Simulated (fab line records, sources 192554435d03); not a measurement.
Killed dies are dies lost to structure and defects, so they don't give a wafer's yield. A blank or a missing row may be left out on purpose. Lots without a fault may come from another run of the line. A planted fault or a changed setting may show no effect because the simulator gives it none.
fab line records | flow n5_finfet
record lots=24 wafers=72 last_day=19
route steps=1938 shown PMOS_HMC_CHANNEL_EPI@67 FIN_SAQP@97
lots that met no fault: from a run of the same line without faults
start_h: hours from the record's first day to the start of the lot's first wafer shown | wait_h: hours since the lot's step before | " the same as in the row above | L1.1+2: a row that stands for several wafers | - no value, or no start given | * or withheld: withheld | < > ~ a bound
route shown NAME@n: a module of which the file shows steps, and the number in the route of the first | usual: mean/standard deviation of fault-free wafers | same: alike in all rows | chamber/n: place in a boat | sites: the reading at each site | _std_site: their standard deviation | _edge_site: outer sites' mean less inner sites' | radius_mm: how far each site lies from the wafer's centre | mask NAME#n: copy n | behind: the tool/chamber that last shaped the wafer | hold: why the lot was held/for how many hours/how that ended | device: the transistor (n, p or np) that didn't switch | end of line: the same wafers' tests at the end of the route | a step without rows: its recipe alone | killed: dies lost to structure and defects at the first sort, not the wafer's yield | map: a wafer's dies, x killed, . not, _ none there
set.NAME: the setting as run; set.NAME@STEP: as run at that earlier step | model.NAME: the simulator's own value behind a step, which no gauge read
steps of the route over a sample of lots; a table a step, a row a wafer
services: from which hour (start_h, from the record's first day; less than 0 if before it) a tool's chamber was out of use, for how many hours, and why
## steps
# step N5_PMOS_HMC_CHANNEL_EPI_INSPECT_11
# recipe mode=adi inspect_instrument=macro
# usual raw_defect_count=2.0/1.4
# columns lot.wafer tool chamber start_h wait_h raw_defect_count
L074.1 defect_inspect-01 - 17.43 0.0 4
L074.2 " - " " 3
L074.3 " - " " 4
L075.1 defect_inspect-01 - 23.18 0.0 3
L075.2 " - " " 2
L075.5 " - " " 2
L076.1 defect_inspect-01 - 29.60 0.0 7
L076.2 " - " " 1
L076.5 " - " " 4
L077.1 defect_inspect-01 - 35.64 0.0 3
L077.2 " - " " 2
L077.5 " - " " 4
L078.1 defect_inspect-02 - 41.58 0.0 3
L078.3 " - " " 2
L078.6 " - " " 0
L079.2 defect_inspect-01 - 47.44 0.0 3
L079.3 " - " " 5
L079.6 " - " " 0
L080.1 defect_inspect-01 - 53.16 0.0 3
L080.2 " - " " 0
L080.6 " - " " 0
L081.2 defect_inspect-02 - 59.51 0.0 4
L081.5 " - " " 1
L081.6 " - " " 1
L082.1 defect_inspect-02 - 66.26 0.0 0
L082.2 " - " " 0
L082.5 " - " " 2
L083.1 defect_inspect-02 - 71.66 0.0 3
L083.4 " - " " 2
L083.6 " - " " 3
L084.4 defect_inspect-01 - 78.01 0.0 2
L084.5 " - " " 1
L084.6 " - " " 4
L085.2 defect_inspect-01 - 83.49 0.0 3
L085.4 " - " " 2
L085.5 " - " " 2
L086.1 defect_inspect-01 - 89.00 0.0 2
L086.2 " - " " 4
L086.6 " - " " 2
L087.4 defect_inspect-01 - 95.70 0.0 1
L087.5 " - " " 1
L087.6 " - " " 3
L088.1 defect_inspect-01 - 101.26 0.0 3
L088.3 " - " " 1
L088.5 " - " " 1
L089.1 defect_inspect-02 - 107.34 0.0 3
L089.5 " - " " 2
L089.6 " - " " 3
L090.1 defect_inspect-02 - 113.31 0.0 4
L090.2 " - " " 2
L090.5 " - " " 3
L091.2 defect_inspect-01 - 119.31 0.0 0
L091.3 " - " " 4
L091.4 " - " " 1
L092.1 defect_inspect-01 - 125.87 0.0 0
L092.2 " - " " 0
L092.6 " - " " 4
L093.3 defect_inspect-01 - 133.06 0.0 3
L093.5 " - " " 2
L093.6 " - " " 0
L094.1 defect_inspect-02 - 137.96 0.0 6
L094.4 " - " " 1
L094.5 " - " " 1
L095.2 defect_inspect-01 - 147.81 0.0 2
L095.3 " - " " 0
L095.6 " - " " 1
L096.2 defect_inspect-02 - 149.29 0.0 1
L096.5 " - " " 0
L096.6 " - " " 2
L097.1 defect_inspect-01 - 158.01 0.0 2
L097.3 " - " " 1
L097.6 " - " " 2
# step N5_PMOS_HMC_CHANNEL_EPI_DESCUM_14
# recipe chemistry=O2 time_s=7.9 source_power_w=50 bias_power_w=20 pressure_mtorr=20 rf_frequency_hz=2.712e+07 temp_c=40 resist=CAR-ArF-block o2_flow_sccm=225
# usual drypump_motor_current_A=5.5/0.51 oes_product_au=0.77/0.059 rf_vpp_V=243.7/1.1 showerhead_plenum_p_Torr=2.12/0.054 throttle_valve_pct=20.44/0.2
# columns lot.wafer tool chamber start_h wait_h drypump_motor_current_A oes_product_au rf_hours_counter_h rf_vpp_V showerhead_plenum_p_Torr throttle_valve_pct
L074.1 rie_diel-06 3 17.63 0.2 6.2 0.71 212 242.1 2.06 20.45
L074.2 " 1 " " 5.5 0.79 123 245.8 2.19 20.57
L074.3 " 0 " " 4.9 0.73 185 243.2 2.08 20.07
L075.1 rie_diel-02 2 23.22 0.0 6.4 0.72 218 244.5 2.17 20.63
L075.2 " 3 " " 5.0 0.80 118 245.7 2.20 20.23
L075.5 " 3 " " 5.0 0.79 - 244.5 2.20 20.24
L076.1 rie_diel-02 0 29.63 0.0 5.3 0.76 158 242.1 2.09 20.60
L076.2 " 2 " " 6.4 0.71 221 244.2 2.16 20.60
L076.5 " 2 " " 6.4 0.72 - 245.3 2.16 20.63
L077.1 rie_diel-06 2 35.73 0.1 5.8 0.78 118 243.9 2.12 20.76
L077.2 " 3 " " 6.3 0.70 221 241.8 2.06 20.49
L077.5 " 0 " " 4.9 0.72 - 242.3 2.07 20.09
L078.1 rie_diel-06 2 41.61 0.0 5.8 0.78 120 241.7 2.12 20.75
L078.3 " 0 " " 4.9 0.71 191 242.1 2.07 20.06
L078.6 " 1 " " 5.5 0.78 - 245.4 2.19 20.60
L079.2 rie_diel-02 3 47.47 0.0 5.0 0.79 128 245.0 2.20 20.26
L079.3 " 2 " " 6.3 0.70 226 245.1 2.16 20.63
L079.6 " 2 " " 6.3 0.71 - 243.4 2.16 20.64
L080.1 rie_diel-04 1 53.20 0.0 6.1 0.79 124 244.8 2.21 20.38
L080.2 " 3 " " 5.3 0.89 18 243.0 2.16 20.45
L080.6 " 0 " " 5.1 0.85 - 244.5 2.11 20.28
L081.2 rie_diel-06 3 59.54 0.0 6.2 0.70 228 243.8 2.06 20.48
L081.5 " 3 " " 6.3 0.69 - 243.3 2.06 20.49
L081.6 " 0 " " 4.9 0.71 - 242.8 2.07 20.09
L082.1 rie_diel-04 0 66.29 0.0 5.1 0.84 56 243.1 2.11 20.27
L082.2 " 1 " " 6.1 0.78 128 245.7 2.21 20.38
L082.5 " 3 " " 5.3 0.89 - 245.9 2.16 20.45
L083.1 rie_diel-02 1 71.70 0.0 5.7 0.82 110 243.4 2.10 20.30
L083.4 " 2 " " 6.3 0.70 232 244.3 2.16 20.62
L083.6 " 2 " " 6.3 0.71 - 243.6 2.16 20.64
L084.4 rie_diel-04 0 78.08 0.1 5.1 0.83 - 244.6 2.11 20.28
L084.5 " 3 " " 5.3 0.88 - 243.8 2.16 20.48
L084.6 " 1 " " 6.1 0.77 - 243.8 2.21 20.40
L085.2 rie_diel-06 1 83.56 0.1 5.5 0.77 144 242.5 2.19 20.59
L085.4 " 0 " " 4.9 0.72 202 241.6 2.07 20.08
L085.5 " 3 " " 6.3 0.70 - 242.9 2.05 20.49
L086.1 rie_diel-06 0 89.04 0.0 4.9 0.71 203 241.6 2.07 20.10
L086.2 " 2 " " 5.8 0.78 134 242.5 2.11 20.79
L086.6 " 2 " " 5.7 0.78 - 243.0 2.11 20.78
L087.4 rie_diel-04 0 95.89 0.2 5.2 0.83 65 241.9 2.11 20.30
L087.5 " 0 " " 5.1 0.84 - 244.1 2.11 20.28
L087.6 " 1 " " 6.1 0.78 - 244.3 2.20 20.41
L088.1 rie_diel-02 0 101.47 0.2 5.3 0.73 182 243.9 2.09 20.64
L088.3 " 1 " " 5.7 0.81 119 243.2 2.10 20.30
L088.5 " 0 " " 5.3 0.73 - 242.5 2.09 20.64
L089.1 rie_diel-06 2 107.37 0.0 5.8 0.77 140 244.5 2.11 20.80
L089.5 " 2 " " 5.8 0.77 - 243.7 2.11 20.78
L089.6 " 1 " " 5.6 0.76 - 245.7 2.18 20.64
L090.1 rie_diel-06 3 113.34 0.0 6.3 0.69 243 242.3 2.05 20.50
L090.2 " 1 " " 5.6 0.75 154 243.9 2.18 20.63
L090.5 " 3 " " 6.3 0.70 - 244.8 2.05 20.49
L091.2 rie_diel-04 1 119.34 0.0 6.1 0.75 145 245.4 2.20 20.42
L091.3 " 2 " " 5.0 0.88 51 244.3 2.04 20.48
L091.4 " 0 " " 5.1 0.81 72 244.7 2.11 20.31
L092.1 rie_diel-06 2 126.01 0.1 5.8 0.76 146 243.4 2.11 20.80
L092.2 " 1 " " 5.5 0.77 157 244.7 2.18 20.64
L092.6 " 0 " " 4.9 0.70 - 242.9 2.06 20.10
L093.3 rie_diel-04 3 133.10 0.0 5.3 0.85 43 244.2 2.15 20.48
L093.5 " 0 " " 5.1 0.82 - 241.8 2.11 20.31
L093.6 " 3 " " 5.3 0.85 - 244.1 2.15 20.48
L094.1 rie_diel-06 0 138.24 0.3 4.9 0.70 218 243.4 2.06 20.11
L094.4 " 1 " " 5.5 0.77 - 245.0 2.18 20.62
L094.5 " 1 " " 5.5 0.76 - 244.5 2.18 20.64
L095.2 rie_diel-04 0 147.84 0.0 5.1 0.80 83 243.1 2.10 20.32
L095.3 " 1 " " 6.1 0.75 155 244.1 2.20 20.42
L095.6 " 2 " " 5.0 0.87 - 242.6 2.04 20.50
L096.2 rie_diel-06 0 149.52 0.2 4.9 0.70 222 242.9 2.06 20.11
L096.5 " 2 " " 5.8 0.76 - 244.1 2.11 20.81
L096.6 " 0 " " 4.9 0.69 - 243.2 2.06 20.12
L097.1 rie_diel-04 3 158.05 0.0 5.3 0.86 44 244.5 2.15 20.50
L097.3 " 2 " " 4.9 0.87 64 243.0 2.04 20.50
L097.6 " 1 " " 6.1 0.76 - 245.5 2.20 20.42
# step N5_PMOS_HMC_CHANNEL_EPI_ETCH_32
# recipe chemistry=N2/H2 target=BARC stop_on=SiO2 target_depth_a=858 over_etch_frac=0.3 time_s=50.3 ion_energy_ev=200 mask_material=CAR-ArF-block pressure_mtorr=30 source_w=840 bias_w=150 n2_flow_sccm=200 h2_flow_sccm=200
# usual drypump_motor_current_A=5.5/0.51 oes_product_au=0.66/0.049 rf_vpp_V=524.8/1.7 showerhead_plenum_p_Torr=2.58/0.059 throttle_valve_pct=17.91/0.19
# columns lot.wafer tool chamber start_h wait_h drypump_motor_current_A oes_product_au rf_hours_counter_h rf_vpp_V showerhead_plenum_p_Torr throttle_valve_pct
L074.1 rie_diel-06 3 17.67 0.0 6.3 0.60 212 523.2 2.53 18.15
L074.2 " 1 " " 5.5 0.68 123 526.6 2.66 18.01
L074.3 " 0 " " 4.9 0.61 185 523.2 2.54 17.64
L075.1 rie_diel-02 2 23.25 0.0 6.4 0.61 218 525.4 2.62 18.04
L075.2 " 3 " " 5.0 0.68 118 526.8 2.69 17.77
L075.5 " 3 " " 5.0 0.68 - 526.7 2.68 17.76
L076.1 rie_diel-02 0 29.67 0.0 5.3 0.65 158 523.6 2.54 18.19
L076.2 " 2 " " 6.4 0.61 221 527.0 2.62 18.05
L076.5 " 2 " " 6.4 0.61 - 527.4 2.62 18.05
L077.1 rie_diel-06 2 35.77 0.0 5.8 0.67 118 523.2 2.55 18.13
L077.2 " 3 " " 6.3 0.60 221 524.0 2.53 18.16
L077.5 " 0 " " 4.9 0.62 - 523.5 2.54 17.64
L078.1 rie_diel-06 2 41.65 0.0 5.8 0.68 120 524.1 2.55 18.13
L078.3 " 0 " " 4.9 0.62 191 524.1 2.53 17.65
L078.6 " 1 " " 5.5 0.67 - 525.9 2.65 17.99
L079.2 rie_diel-02 3 47.51 0.0 5.0 0.68 128 525.6 2.68 17.77
L079.3 " 2 " " 6.3 0.61 226 525.9 2.62 18.06
L079.6 " 2 " " 6.4 0.61 - 526.5 2.62 18.05
L080.1 rie_diel-04 1 53.23 0.0 6.1 0.67 124 527.0 2.66 17.80
L080.2 " 3 " " 5.3 0.76 18 525.3 2.60 17.71
L080.6 " 0 " " 5.1 0.72 - 525.2 2.58 17.69
L081.2 rie_diel-06 3 59.58 0.0 6.3 0.59 228 524.7 2.53 18.16
L081.5 " 3 " " 6.3 0.59 - 521.6 2.53 18.18
L081.6 " 0 " " 4.9 0.61 - 524.1 2.53 17.65
L082.1 rie_diel-04 0 66.33 0.0 5.1 0.72 56 525.8 2.57 17.71
L082.2 " 1 " " 6.1 0.68 128 528.6 2.66 17.81
L082.5 " 3 " " 5.3 0.75 - 525.7 2.60 17.72
L083.1 rie_diel-02 1 71.73 0.0 5.7 0.70 110 523.7 2.57 17.89
L083.4 " 2 " " 6.4 0.61 232 524.5 2.61 18.07
L083.6 " 2 " " 6.4 0.60 - 527.9 2.61 18.08
L084.4 rie_diel-04 0 78.12 0.0 5.1 0.71 - 525.3 2.57 17.70
L084.5 " 3 " " 5.3 0.75 - 526.4 2.59 17.72
L084.6 " 1 " " 6.1 0.67 - 525.8 2.66 17.84
L085.2 rie_diel-06 1 83.60 0.0 5.5 0.65 144 526.6 2.65 18.02
L085.4 " 0 " " 4.9 0.61 202 523.3 2.53 17.66
L085.5 " 3 " " 6.3 0.60 - 523.2 2.52 18.18
L086.1 rie_diel-06 0 89.07 0.0 4.9 0.61 203 524.2 2.53 17.66
L086.2 " 2 " " 5.8 0.67 134 524.8 2.54 18.15
L086.6 " 2 " " 5.8 0.67 - 524.4 2.54 18.16
L087.4 rie_diel-04 0 95.93 0.0 5.1 0.71 65 525.9 2.57 17.73
L087.5 " 0 " " 5.1 0.70 - 524.8 2.57 17.71
L087.6 " 1 " " 6.1 0.67 - 525.2 2.66 17.86
L088.1 rie_diel-02 0 101.51 0.0 5.3 0.63 182 523.4 2.54 18.25
L088.3 " 1 " " 5.7 0.69 119 525.2 2.56 17.89
L088.5 " 0 " " 5.3 0.62 - 525.0 2.53 18.25
L089.1 rie_diel-06 2 107.41 0.0 5.8 0.67 140 525.0 2.54 18.16
L089.5 " 2 " " 5.8 0.67 - 524.3 2.54 18.16
L089.6 " 1 " " 5.5 0.65 - 526.5 2.64 18.05
L090.1 rie_diel-06 3 113.38 0.0 6.2 0.59 243 522.6 2.52 18.20
L090.2 " 1 " " 5.5 0.65 154 527.2 2.64 18.02
L090.5 " 3 " " 6.3 0.58 - 523.1 2.52 18.19
L091.2 rie_diel-04 1 119.38 0.0 6.1 0.66 145 526.7 2.66 17.85
L091.3 " 2 " " 5.0 0.75 51 522.7 2.47 17.86
L091.4 " 0 " " 5.1 0.69 72 524.2 2.57 17.72
L092.1 rie_diel-06 2 126.05 0.0 5.8 0.66 146 523.8 2.54 18.17
L092.2 " 1 " " 5.5 0.65 157 527.3 2.64 18.04
L092.6 " 0 " " 4.9 0.60 - 522.1 2.53 17.67
L093.3 rie_diel-04 3 133.13 0.0 5.3 0.72 43 524.6 2.59 17.76
L093.5 " 0 " " 5.1 0.69 - 523.7 2.56 17.73
L093.6 " 3 " " 5.3 0.74 - 524.8 2.59 17.75
L094.1 rie_diel-06 0 138.29 0.0 4.9 0.60 218 522.6 2.52 17.68
L094.4 " 1 " " 5.5 0.64 - 525.6 2.64 18.05
L094.5 " 1 " " 5.5 0.65 - 526.5 2.64 18.07
L095.2 rie_diel-04 0 147.88 0.0 5.1 0.69 83 524.4 2.56 17.74
L095.3 " 1 " " 6.1 0.65 155 526.9 2.65 17.88
L095.6 " 2 " " 5.0 0.74 - 521.8 2.46 17.89
L096.2 rie_diel-06 0 149.56 0.0 4.9 0.60 222 524.0 2.52 17.69
L096.5 " 2 " " 5.7 0.65 - 524.0 2.54 18.18
L096.6 " 0 " " 4.9 0.60 - 521.8 2.52 17.70
L097.1 rie_diel-04 3 158.08 0.0 5.3 0.74 44 525.6 2.59 17.76
L097.3 " 2 " " 5.0 0.74 64 521.8 2.46 17.91
L097.6 " 1 " " 6.1 0.65 - 527.7 2.65 17.88
# step N5_FIN_SAQP_THK_MEAS_05
# usual thk_nm=37.7/0.5
# columns lot.wafer tool chamber start_h wait_h thk_nm
L074.1 film_metro-01 - 21.10 0.1 38.1
L074.2 " - " " 37.8
L074.3 " - " " 37.3
L075.1 film_metro-02 - 27.01 0.1 37.3
L075.2 " - " " 37.5
L075.5 " - " " 38.1
L076.1 film_metro-02 - 33.01 0.1 36.6
L076.2 " - " " 37.4
L076.5 " - " " 37.4
L077.1 film_metro-02 - 39.62 0.1 37.4
L077.2 " - " " 37.6
L077.5 " - " " 38.3
L078.1 film_metro-02 - 44.98 0.1 37.0
L078.3 " - " " 37.1
L078.6 " - " " 38.2
L079.2 film_metro-01 - 51.05 0.1 37.5
L079.3 " - " " 37.6
L079.6 " - " " 38.8
L080.1 film_metro-01 - 56.69 0.1 37.1
L080.2 " - " " 37.4
L080.6 " - " " 37.4
L081.2 film_metro-02 - 62.94 0.1 37.3
L081.5 " - " " 38.0
L081.6 " - " " 38.0
L082.1 film_metro-02 - 69.91 0.1 37.8
L082.2 " - " " 37.9
L082.5 " - " " 38.6
L083.1 film_metro-01 - 75.09 0.1 37.3
L083.4 " - " " 37.5
L083.6 " - " " 37.7
L084.4 film_metro-02 - 81.56 0.0 38.2
L084.5 " - " " 37.5
L084.6 " - " " 37.0
L085.2 film_metro-02 - 87.59 0.1 37.7
L085.4 " - " " 38.3
L085.5 " - " " 37.8
L086.1 film_metro-02 - 92.51 0.1 38.1
L086.2 " - " " 37.8
L086.6 " - " " 39.3
L087.4 film_metro-02 - 99.99 0.0 37.2
L087.5 " - " " 37.2
L087.6 " - " " 38.0
L088.1 film_metro-01 - 104.84 0.1 37.8
L088.3 " - " " 37.1
L088.5 " - " " 37.5
L089.1 film_metro-01 - 110.77 0.1 37.1
L089.5 " - " " 37.8
L089.6 " - " " 38.5
L090.1 film_metro-01 - 116.72 0.1 37.3
L090.2 " - " " 37.8
L090.5 " - " " 37.5
L091.2 film_metro-02 - 122.87 0.1 36.7
L091.3 " - " " 37.2
L091.4 " - " " 38.3
L092.1 film_metro-01 - 130.15 0.1 37.7
L092.2 " - " " 37.5
L092.6 " - " " 38.4
L093.3 film_metro-02 - 137.17 0.1 37.2
L093.5 " - " " 38.5
L093.6 " - " " 37.8
L094.1 film_metro-02 - 142.17 0.1 38.2
L094.4 " - " " 38.4
L094.5 " - " " 38.2
L095.2 film_metro-01 - 153.31 0.1 37.1
L095.3 " - " " 37.2
L095.6 " - " " 37.6
L096.2 film_metro-02 - 153.59 0.1 37.3
L096.5 " - " " 38.7
L096.6 " - " " 38.0
L097.1 film_metro-01 - 162.09 0.1 37.5
L097.3 " - " " 37.4
L097.6 " - " " 37.6
# step N5_FIN_SAQP_INSPECT_18
# recipe mode=adi inspect_instrument=brightfield
# usual raw_defect_count=386/89
# columns lot.wafer tool chamber start_h wait_h raw_defect_count
L074.1 defect_inspect-01 - 21.82 0.0 350
L074.2 " - " " 387
L074.3 " - " " 363
L075.1 defect_inspect-02 - 27.79 0.0 326
L075.2 " - " " 317
L075.5 " - " " 363
L076.1 defect_inspect-02 - 33.67 0.0 525
L076.2 " - " " 335
L076.5 " - " " 445
L077.1 defect_inspect-02 - 40.45 0.0 327
L077.2 " - " " 340
L077.5 " - " " 440
L078.1 defect_inspect-01 - 45.76 0.0 344
L078.3 " - " " 421
L078.6 " - " " 289
L079.2 defect_inspect-01 - 51.80 0.0 301
L079.3 " - " " 334
L079.6 " - " " 224
L080.1 defect_inspect-01 - 57.44 0.0 290
L080.2 " - " " 219
L080.6 " - " " 209
L081.2 defect_inspect-01 - 63.70 0.0 451
L081.5 " - " " 369
L081.6 " - " " 330
L082.1 defect_inspect-02 - 70.69 0.0 351
L082.2 " - " " 327
L082.5 " - " " 339
L083.1 defect_inspect-01 - 75.85 0.0 484
L083.4 " - " " 388
L083.6 " - " " 360
L084.4 defect_inspect-02 - 82.19 0.0 352
L084.5 " - " " 376
L084.6 " - " " 474
L085.2 defect_inspect-01 - 88.34 0.0 323
L085.4 " - " " 224
L085.5 " - " " 257
L086.1 defect_inspect-02 - 93.27 0.0 311
L086.2 " - " " 396
L086.6 " - " " 352
L087.4 defect_inspect-01 - 100.62 0.0 366
L087.5 " - " " 345
L087.6 " - " " 417
L088.1 defect_inspect-01 - 105.62 0.0 374
L088.3 " - " " 456
L088.5 " - " " 517
L089.1 defect_inspect-02 - 111.53 0.0 329
L089.5 " - " " 612
L089.6 " - " " 347
L090.1 defect_inspect-01 - 117.47 0.0 454
L090.2 " - " " 313
L090.5 " - " " 497
L091.2 defect_inspect-01 - 123.52 0.0 370
L091.3 " - " " 376
L091.4 " - " " 396
L092.1 defect_inspect-02 - 130.93 0.0 461
L092.2 " - " " 425
L092.6 " - " " 355
L093.3 defect_inspect-01 - 137.93 0.0 415
L093.5 " - " " 236
L093.6 " - " " 514
L094.1 defect_inspect-02 - 142.92 0.0 413
L094.4 " - " " 522
L094.5 " - " " 364
L095.2 defect_inspect-02 - 154.07 0.0 457
L095.3 " - " " 458
L095.6 " - " " 283
L096.2 defect_inspect-01 - 154.36 0.0 374
L096.5 " - " " 579
L096.6 " - " " 558
L097.1 defect_inspect-01 - 162.85 0.0 331
L097.3 " - " " 409
L097.6 " - " " 311
# step N5_FIN_SAQP_ETCH_57
# recipe chemistry=CH3F/O2 target=SiNx mask_material=SiO2 target_depth_a=325 time_s=46.4 pressure_mtorr=30 source_w=395 bias_w=73 Ar_flow_sccm=150 CH3F_flow_sccm=30 O2_flow_sccm=20 ion_energy_ev=120 ends=cleared
# usual drypump_motor_current_A=5.8/0.41 etch_rf_on_time_s=46.9/1.1 oes_f_703_au=0.73/0.066 oes_product_au=0.63/0.062 rf_vpp_V=296/6.1 showerhead_plenum_p_Torr=2.00/0.07 throttle_valve_pct=16.43/0.24
# columns lot.wafer tool chamber start_h wait_h drypump_motor_current_A etch_rf_on_time_s oes_f_703_au oes_product_au rf_hours_counter_h rf_vpp_V showerhead_plenum_p_Torr throttle_valve_pct
L074.1 rie_diel-05 0 23.92 0.0 6.1 46.1 0.75 0.63 191 287 1.91 16.25
L074.2 " 3 " " 6.1 45.2 0.77 0.65 157 288 1.91 16.25
L074.3 " 2 " " 6.1 47.3 0.77 0.66 124 304 2.09 16.49
L075.1 rie_diel-05 1 29.88 0.0 5.5 49.2 0.70 0.60 184 291 1.98 16.43
L075.2 " 0 " " 6.1 46.0 0.74 0.62 193 288 1.91 16.24
L075.5 " 3 " " 6.1 47.7 0.77 0.65 - 286 1.90 16.24
L076.1 rie_diel-05 0 36.17 0.0 6.1 46.3 0.74 0.61 196 287 1.91 16.26
L076.2 " 2 " " 6.1 47.8 0.77 0.66 129 306 2.09 16.49
L076.5 " 3 " " 6.1 46.5 0.77 0.64 - 287 1.90 16.24
L077.1 rie_diel-03 0 42.85 0.0 6.2 47.7 0.72 0.63 140 301 2.09 16.45
L077.2 " 2 " " 5.2 46.2 0.72 0.62 189 295 2.00 16.61
L077.5 " 0 " " 6.2 47.9 0.73 0.63 - 301 2.09 16.47
L078.1 rie_diel-01 3 47.93 0.0 5.7 46.0 0.71 0.60 215 286 1.90 16.93
L078.3 " 2 " " 5.6 45.8 0.94 0.84 3 305 2.04 16.03
L078.6 " 2 " " 5.5 45.7 0.95 0.84 - 304 2.04 16.04
L079.2 rie_diel-05 1 54.36 0.0 5.5 46.7 0.70 0.59 192 291 1.98 16.45
L079.3 " 3 " " 6.1 45.5 0.77 0.64 167 287 1.90 16.25
L079.6 " 3 " " 6.1 46.9 0.77 0.64 - 287 1.90 16.24
L080.1 rie_diel-03 2 59.67 0.0 5.2 45.7 0.72 0.61 195 297 2.00 16.61
L080.2 " 1 " " 6.1 46.2 0.70 0.60 226 294 1.98 16.14
L080.6 " 1 " " 6.1 46.8 0.70 0.60 - 294 1.98 16.17
L081.2 rie_diel-03 0 65.78 0.0 6.2 45.9 0.71 0.63 150 302 2.09 16.50
L081.5 " 1 " " 6.1 47.4 0.71 0.60 - 295 1.98 16.17
L081.6 " 0 " " 6.1 46.9 0.72 0.63 - 301 2.09 16.50
L082.1 rie_diel-05 1 74.03 0.4 5.5 48.1 0.70 0.60 198 293 1.97 16.46
L082.2 " 0 " " 6.1 44.7 0.74 0.62 209 288 1.90 16.30
L082.5 " 0 " " 6.1 45.8 0.73 0.62 - 288 1.90 16.29
L083.1 rie_diel-03 1 78.10 0.0 6.1 46.1 0.70 0.60 235 295 1.98 16.18
L083.4 " 0 " " 6.2 47.4 0.71 0.62 - 301 2.08 16.50
L083.6 " 2 " " 5.2 45.1 0.72 0.61 - 296 2.00 16.65
L084.4 rie_diel-03 0 84.63 0.1 6.1 46.4 0.71 0.62 - 302 2.08 16.50
L084.5 " 2 " " 5.2 47.2 0.71 0.61 - 296 2.00 16.65
L084.6 " 1 " " 6.1 47.7 0.70 0.60 - 294 1.98 16.19
L085.2 rie_diel-03 2 91.40 0.1 5.2 45.8 0.71 0.60 210 297 2.00 16.68
L085.4 " 1 " " 6.1 47.1 0.69 0.58 - 295 1.97 16.19
L085.5 " 0 " " 6.2 47.3 0.71 0.62 - 299 2.08 16.52
L086.1 rie_diel-01 0 95.80 0.1 5.1 47.1 0.79 0.70 67 299 2.10 16.20
L086.2 " 1 " " 6.1 44.6 0.96 0.84 6 305 2.05 16.04
L086.6 " 3 " " 5.7 47.7 0.69 0.58 - 288 1.90 16.97
L087.4 rie_diel-03 1 102.84 0.1 6.1 48.2 0.69 0.59 - 297 1.97 16.20
L087.5 " 0 " " 6.2 47.3 0.70 0.62 - 300 2.08 16.52
L087.6 " 2 " " 5.2 46.9 0.71 0.60 - 296 2.00 16.67
L088.1 rie_diel-01 2 107.76 0.0 5.5 46.6 0.90 0.80 16 306 2.04 16.05
L088.3 " 3 " " 5.7 47.5 0.69 0.59 241 287 1.89 16.99
L088.5 " 1 " " 6.1 45.3 0.94 0.82 - 306 2.05 16.04
L089.1 rie_diel-03 2 114.10 0.0 5.2 45.8 0.70 0.60 220 294 1.99 16.68
L089.5 " 1 " " 6.1 46.8 0.69 0.59 - 297 1.97 16.22
L089.6 " 0 " " 6.2 47.5 0.70 0.62 - 303 2.08 16.53
L090.1 rie_diel-03 1 120.22 0.0 6.1 46.1 0.69 0.60 254 295 1.97 16.22
L090.2 " 2 " " 5.2 46.2 0.70 0.60 223 296 1.99 16.69
L090.5 " 0 " " 6.2 47.8 0.70 0.61 - 301 2.08 16.53
L091.2 rie_diel-01 3 125.97 0.1 5.7 47.2 0.68 0.58 246 287 1.89 16.99
L091.3 " 0 " " 5.2 46.2 0.78 0.69 78 301 2.10 16.23
L091.4 " 2 " " 5.5 47.6 0.89 0.79 21 304 2.04 16.07
L092.1 rie_diel-01 1 133.07 0.0 6.1 44.6 0.92 0.80 19 304 2.05 16.06
L092.2 " 3 " " 5.7 46.3 0.68 0.58 249 287 1.89 17.00
L092.6 " 0 " " 5.2 46.8 0.77 0.69 - 301 2.10 16.23
L093.3 rie_diel-03 2 140.12 0.0 5.2 47.3 0.69 0.59 233 294 1.99 16.70
L093.5 " 1 " " 6.1 47.6 0.68 0.59 - 294 1.97 16.23
L093.6 " 0 " " 6.2 47.5 0.70 0.60 - 301 2.07 16.57
L094.1 rie_diel-05 2 145.38 0.1 6.1 46.3 0.74 0.63 166 304 2.08 16.57
L094.4 " 3 " " 6.1 46.0 0.74 0.62 197 288 1.89 16.30
L094.5 " 2 " " 6.1 47.0 0.74 0.64 - 305 2.08 16.58
L095.2 rie_diel-03 1 158.12 0.3 6.1 46.6 0.67 0.58 274 293 1.96 16.25
L095.3 " 0 " " 6.2 46.1 0.68 0.59 195 302 2.07 16.58
L095.6 " 1 " " 6.1 46.7 0.67 0.58 - 294 1.96 16.26
L096.2 rie_diel-03 2 158.58 0.2 5.2 45.9 0.69 0.59 243 294 1.99 16.74
L096.5 " 0 " " 6.2 47.6 0.68 0.60 - 301 2.07 16.57
L096.6 " 1 " " 6.1 46.9 0.68 0.57 - 294 1.96 16.26
L097.1 rie_diel-05 0 165.38 0.0 6.1 47.4 0.72 0.59 233 288 1.89 16.33
L097.3 " 3 " " 6.1 48.5 0.74 0.62 199 287 1.89 16.30
L097.6 " 2 " " 6.1 50.1 0.73 0.63 - 306 2.08 16.58
## services
# columns tool chamber start_h hours kind
rie_diel-02 0 -5.64 5.5 repair
rie_diel-06 2 11.06 20.0 repair
rie_diel-01 2 14.45 - clean
rie_diel-01 2 14.45 - consumable_replace:focus_ring
rie_diel-01 2 14.45 23.0 scheduled_down
rie_diel-01 2 14.45 23.0 vent_cycle
rie_diel-06 0 26.47 6.5 repair
rie_diel-03 2 26.72 4.9 repair
rie_diel-03 0 30.25 4.7 repair
rie_diel-01 1 59.08 2.7 repair
rie_diel-03 3 60.64 132.0 repair
rie_diel-01 1 67.45 - clean
rie_diel-04 2 77.28 6.0 repair
rie_diel-01 2 79.65 27.8 repair
rie_diel-02 2 131.19 - clean
rie_diel-02 2 131.19 - consumable_replace:focus_ring
rie_diel-02 2 131.19 24.2 scheduled_down
rie_diel-02 2 131.19 24.2 vent_cycle
rie_diel-04 3 133.61 22.5 repair
rie_diel-06 2 136.40 2.6 repair
rie_diel-06 3 139.23 - clean
rie_diel-06 3 139.23 - consumable_replace:focus_ring
rie_diel-06 3 139.23 27.9 scheduled_down
rie_diel-06 3 139.23 27.9 vent_cycle
## key
fault none
